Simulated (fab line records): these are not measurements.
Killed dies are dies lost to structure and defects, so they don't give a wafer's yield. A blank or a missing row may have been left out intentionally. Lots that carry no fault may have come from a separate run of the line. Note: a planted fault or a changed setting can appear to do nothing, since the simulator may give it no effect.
Matching of chambers    flow n5-finfet    4 sister chambers for N5_BEOL_M5_DESCUM_33 on rie-diel-05
The step chemistry O2, time 7 s. 20 wafers are shown with their chamber, then 10 later ones without.

## WAFERS WITH THEIR CHAMBER
wafer   chamber  showerhead-plenum-p-Torr (Torr)  throttle-valve-pct (%)  drypump-motor-current-A (A)
L074.1  0        2.01                             20.66                   5.82
L074.2  1        2.07                             19.98                   5.76
L074.3  3        2.23                             20.49                   6.11
L075.2  0        2.01                             20.70                   5.83
L075.3  2        2.11                             20.21                   5.59
L075.6  1        2.07                             20.01                   5.74
L078.2  2        2.11                             20.22                   5.56
L078.4  1        2.07                             20.01                   5.73
L078.6  1        2.07                             20.01                   5.74
L079.1  3        2.22                             20.50                   6.09
L079.2  2        2.11                             20.23                   5.57
L079.4  0        2.01                             20.69                   5.85
L082.2  0        2.01                             20.72                   5.83
L082.3  3        2.22                             20.50                   6.09
L082.6  3        2.22                             20.49                   6.10
L086.2  0        2.01                             20.71                   5.85
L086.3  3        2.22                             20.51                   6.15
L086.4  1        2.07                             20.03                   5.71
L089.2  2        2.11                             20.25                   5.55
L089.3  3        2.21                             20.53                   6.17

SIGNATURES (means of the wafers above)
reading                   chamber 0  chamber 1  chamber 2  chamber 3  scatter within a chamber
showerhead-plenum-p-Torr  2.0100     2.0700     2.1100     2.2200     0.00354
throttle-valve-pct        20.6960    20.0080    20.2275    20.5033    0.0184
drypump-motor-current-A   5.8360     5.7360     5.5675     6.1183     0.0232
Rule: a wafer lies at a distance from a chamber equal to the root of the sum of squares, over the readings, of (its reading less the chamber's mean, divided by the reading's scatter). If the next closest chamber is less than 2 further off than the closest, the wafer can't be placed; otherwise it belongs to the closest. The scatter is the square root of a quotient: the sum, over the shown wafers, of each reading's squared deviation from its chamber's mean, divided by wafers minus chambers.

## WAFERS WHOSE CHAMBER IS MISSING
wafer   showerhead-plenum-p-Torr (Torr)  throttle-valve-pct (%)  drypump-motor-current-A (A)
L089.6  2.21                             20.52                   6.10
L090.4  2.00                             20.73                   5.84
L090.5  2.21                             20.54                   6.13
L090.6  2.06                             20.02                   5.74
L092.1  2.06                             20.05                   5.74
L092.2  2.21                             20.53                   6.09
L092.4  2.06                             20.04                   5.74
L096.1  2.00                             20.77                   5.85
L096.2  2.21                             20.56                   6.04
L096.3  2.11                             20.25                   5.59

## CHAMBER TAKEN BY EACH
wafer   from the rows above  in truth
L089.6  3                    3
L090.4  0                    0
L090.5  3                    3
L090.6  1                    1
L092.1  1                    1
L092.2  3                    3
L092.4  1                    1
L096.1  0                    0
L096.2  3                    3
L096.3  2                    2
Placed correctly: 10 of 10. Not placeable from these rows: 0. 0 placed wrongly.
